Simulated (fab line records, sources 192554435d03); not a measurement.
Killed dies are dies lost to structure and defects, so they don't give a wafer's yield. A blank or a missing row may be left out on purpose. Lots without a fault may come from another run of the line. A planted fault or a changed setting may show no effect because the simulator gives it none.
Which tool did it? | flow n5_finfet | 10 lots, 28 wafers sampled, at 5 steps of a route of 1938

WHAT THE GAUGES READ, wafer by wafer
N5_BEOL_M12_INSPECT_30: inspects for defects (macro). Usual: raw_defect_count 1.9, standard deviation 1.4.
lot  | measured     | on                | raw_defect_count | flag
L675 | day 11 13:29 | defect_inspect-01 | 1 2 1            |
L674 | day 11 18:28 | defect_inspect-02 | 2 1 3            |
L676 | day 11 19:06 | defect_inspect-01 | 4 1 2            |
L679 | day 12 13:26 | defect_inspect-02 | 2 3 1            |
L682 | day 12 21:54 | defect_inspect-01 | 4 2              |
L684 | day 14 07:43 | defect_inspect-01 | 4 1 2            |
L689 | day 14 17:49 | defect_inspect-02 | 3 2 5            |
L688 | day 14 18:11 | defect_inspect-02 | 2 7 1            |
L687 | day 14 19:44 | defect_inspect-01 | 2 1 0            |
L696 | day 17 03:30 | defect_inspect-02 | 3 1              |

WHICH TOOL RAN EACH LOT (tool, then ch and the chambers of the sampled wafers, then the start)
lot  | N5_BEOL_M11_SPUTTER_48       | N5_BEOL_M12_DESCUM_15              | N5_BEOL_M12_ETCH_59                | N5_BEOL_M12_STRIP_63
L675 | pvd_sputter-02, day 11 08:03 | rie_diel-06 ch 0,1, day 11 12:37   | rie_diel-06 ch 0,1, day 11 12:38   | plasma_asher-02 ch 0,1, day 11 12:53
L674 | pvd_sputter-01, day 11 15:46 | rie_diel-01 ch 1,2, day 11 17:36   | rie_diel-01 ch 1,2, day 11 17:38   | plasma_asher-02 ch 0,1, day 11 17:54
L676 | pvd_sputter-01, day 11 16:29 | rie_diel-06 ch 1,2,3, day 11 18:14 | rie_diel-06 ch 1,2,3, day 11 18:16 | plasma_asher-02 ch 0,1, day 11 18:31
L679 | pvd_sputter-02, day 12 10:34 | rie_diel-01 ch 1,2, day 12 12:26   | rie_diel-01 ch 1,2, day 12 12:29   | plasma_asher-02 ch 0,1, day 12 12:44
L682 | pvd_sputter-02, day 12 19:22 | rie_diel-05 ch 1,3, day 12 20:53   | rie_diel-05 ch 1,3, day 12 20:56   | plasma_asher-01 ch 1, day 12 21:11
L684 | pvd_sputter-03, day 14 05:10 | rie_diel-06 ch 1,2,3, day 14 06:50 | rie_diel-06 ch 1,2,3, day 14 06:52 | plasma_asher-02 ch 0, day 14 07:07
L689 | pvd_sputter-03, day 14 14:26 | rie_diel-01 ch 1,2, day 14 16:49   | rie_diel-01 ch 1,2, day 14 16:51   | plasma_asher-02 ch 0,1, day 14 17:07
L688 | pvd_sputter-03, day 14 15:16 | rie_diel-01 ch 0,2,3, day 14 17:11 | rie_diel-01 ch 0,2,3, day 14 17:14 | plasma_asher-02 ch 0,1, day 14 17:29
L687 | pvd_sputter-03, day 14 16:21 | rie_diel-05 ch 0,1,3, day 14 18:43 | rie_diel-05 ch 0,1,3, day 14 18:45 | plasma_asher-02 ch 0,1, day 14 19:00
L696 | pvd_sputter-01, day 17 00:24 | rie_diel-01 ch 0,1, day 17 02:30   | rie_diel-01 ch 0,1, day 17 02:32   | plasma_asher-01 ch 0, day 17 02:49
- N5_BEOL_M11_SPUTTER_48: material Cu, target thk 12 nm, time 2 s.
- N5_BEOL_M12_DESCUM_15: chemistry O2, time 7.9 s.
- N5_BEOL_M12_ETCH_59: etches BARC in N2/H2, target depth 89 nm, overetch 26.7 nm, time 67.9 s.
- N5_BEOL_M12_STRIP_63: strips in N2/H2.

WHAT THE TOOLS THEMSELVES READ (means of the sampled wafers that have a number; where no wafer has one, the mark that the record gives instead)
N5_BEOL_M11_SPUTTER_48. Usual: chuck_gas_flow_sccm 1.27 sccm, standard deviation 0.05; throttle_valve_pct 30.7 %, standard deviation 0.85.
lot  | tool           | chuck_gas_flow_sccm (sccm) | throttle_valve_pct (%) | flag
L675 | pvd_sputter-02 | 1.28                       | 31.6                   |
L674 | pvd_sputter-01 | 1.27                       | 30.3                   |
L676 | pvd_sputter-01 | 1.27                       | 30.1                   |
L679 | pvd_sputter-02 | 1.25                       | 31.1                   |
L682 | pvd_sputter-02 | 1.23                       | 30.1                   |
L684 | pvd_sputter-03 | 1.28                       | 31.1                   |
L689 | pvd_sputter-03 | 1.27                       | 31.1                   |
L688 | pvd_sputter-03 | 1.29                       | 31.3                   |
L687 | pvd_sputter-03 | 1.26                       | 30.9                   |
L696 | pvd_sputter-01 | 1.29                       | 30.1                   |

N5_BEOL_M12_DESCUM_15. Usual: drypump_motor_current_A 5.6 A, standard deviation 0.43; oes_product_au 0.81 a.u., standard deviation 0.068; rf_vpp_V 243.4 V, standard deviation 1.3; showerhead_plenum_p_Torr 2.11 Torr, standard deviation 0.058; throttle_valve_pct 20.46 %, standard deviation 0.17.
lot  | tool        | drypump_motor_current_A (A) | oes_product_au (a.u.) | rf_vpp_V (V) | showerhead_plenum_p_Torr (Torr) | throttle_valve_pct (%) | flag
L675 | rie_diel-06 | 5.8                         | 0.70                  | 242.0        | 2.00                            | 20.51                  |
L674 | rie_diel-01 | 5.3                         | 0.85                  | 243.5        | 2.14                            | 20.43                  |
L676 | rie_diel-06 | 5.5                         | 0.81                  | 242.7        | 2.11                            | 20.40                  |
L679 | rie_diel-01 | 5.3                         | 0.84                  | 243.3        | 2.14                            | 20.44                  |
L682 | rie_diel-05 | 6.1                         | 0.88                  | 244.1        | 2.07                            | 20.36                  |
L684 | rie_diel-06 | 5.5                         | 0.87                  | 245.1        | 2.19                            | 20.31                  |
L689 | rie_diel-01 | 5.7                         | 0.81                  | 243.8        | 2.11                            | 20.51                  |
L688 | rie_diel-01 | 5.3                         | 0.85                  | 244.0        | 2.14                            | 20.46                  |
L687 | rie_diel-05 | 6.0                         | 0.81                  | 242.7        | 2.08                            | 20.33                  |
L696 | rie_diel-01 | 5.8                         | 0.78                  | 243.5        | 2.10                            | 20.56                  |

N5_BEOL_M12_ETCH_59. Usual: drypump_motor_current_A 5.6 A, standard deviation 0.43; oes_product_au 0.69 a.u., standard deviation 0.057; rf_vpp_V 524.4 V, standard deviation 2.1; showerhead_plenum_p_Torr 2.56 Torr, standard deviation 0.07; throttle_valve_pct 17.85 %, standard deviation 0.17.
lot  | tool        | drypump_motor_current_A (A) | oes_product_au (a.u.) | rf_vpp_V (V) | showerhead_plenum_p_Torr (Torr) | throttle_valve_pct (%) | flag
L675 | rie_diel-06 | 5.9                         | 0.60                  | 521.7        | 2.44                            | 18.12                  |
L674 | rie_diel-01 | 5.3                         | 0.73                  | 524.7        | 2.57                            | 17.75                  |
L676 | rie_diel-06 | 5.5                         | 0.69                  | 524.1        | 2.55                            | 17.83                  |
L679 | rie_diel-01 | 5.3                         | 0.72                  | 524.6        | 2.57                            | 17.74                  |
L682 | rie_diel-05 | 6.1                         | 0.74                  | 525.3        | 2.53                            | 17.88                  |
L684 | rie_diel-06 | 5.5                         | 0.75                  | 527.4        | 2.65                            | 17.73                  |
L689 | rie_diel-01 | 5.7                         | 0.68                  | 524.1        | 2.55                            | 17.84                  |
L688 | rie_diel-01 | 5.3                         | 0.73                  | 525.3        | 2.57                            | 17.74                  |
L687 | rie_diel-05 | 6.0                         | 0.69                  | 522.8        | 2.54                            | 17.85                  |
L696 | rie_diel-01 | 5.8                         | 0.66                  | 524.2        | 2.52                            | 17.84                  |

N5_BEOL_M12_STRIP_63. Usual: drypump_motor_current_A 5.75 A, standard deviation 0.28; heater_power_w 359 W, standard deviation 28; oes_product_au 0.693 a.u., standard deviation 0.0048; strip_time_to_endpoint_s 42.4 s, standard deviation 0.71.
lot  | tool            | drypump_motor_current_A (A) | heater_power_w (W) | oes_product_au (a.u.) | strip_time_to_endpoint_s (s) | flag
L675 | plasma_asher-02 | 5.66                        | 364                | 0.697                 | 42.8                         |
L674 | plasma_asher-02 | 5.68                        | 363                | 0.694                 | 42.0                         |
L676 | plasma_asher-02 | 5.82                        | 366                | 0.693                 | 43.5                         |
L679 | plasma_asher-02 | 5.82                        | 370                | 0.695                 | 42.3                         |
L682 | plasma_asher-01 | 6.14                        | 382                | 0.698                 | 41.5                         |
L684 | plasma_asher-02 | 5.53                        | 373                | 0.695                 | 42.9                         |
L689 | plasma_asher-02 | 5.68                        | 366                | 0.691                 | 41.2                         |
L688 | plasma_asher-02 | 5.80                        | 365                | 0.696                 | 42.4                         |
L687 | plasma_asher-02 | 5.80                        | 366                | 0.693                 | 42.7                         |
L696 | plasma_asher-01 | 5.34                        | 300                | 0.694                 | 44.0                         |

THE ANSWER, worked out from the rows above alone
Rule: a lot is off if the mean of its wafers that have a number lies more than 3 standard deviations from the usual mean. A lot without any number at a reading at which 4 lots or more have one is off too. The other lots that the step has rows for count as sound. The gauges are gone through in route order, then the tools' own readings, and for those a lot's mean is taken as printed above. The first step at which some lot is off is used, and at that step the reading that is off furthest; a lot without a number counts as furthest.
No lot is off at any reading shown: from this, nothing can be told.

WHAT THE SIMULATOR HAD PUT IN
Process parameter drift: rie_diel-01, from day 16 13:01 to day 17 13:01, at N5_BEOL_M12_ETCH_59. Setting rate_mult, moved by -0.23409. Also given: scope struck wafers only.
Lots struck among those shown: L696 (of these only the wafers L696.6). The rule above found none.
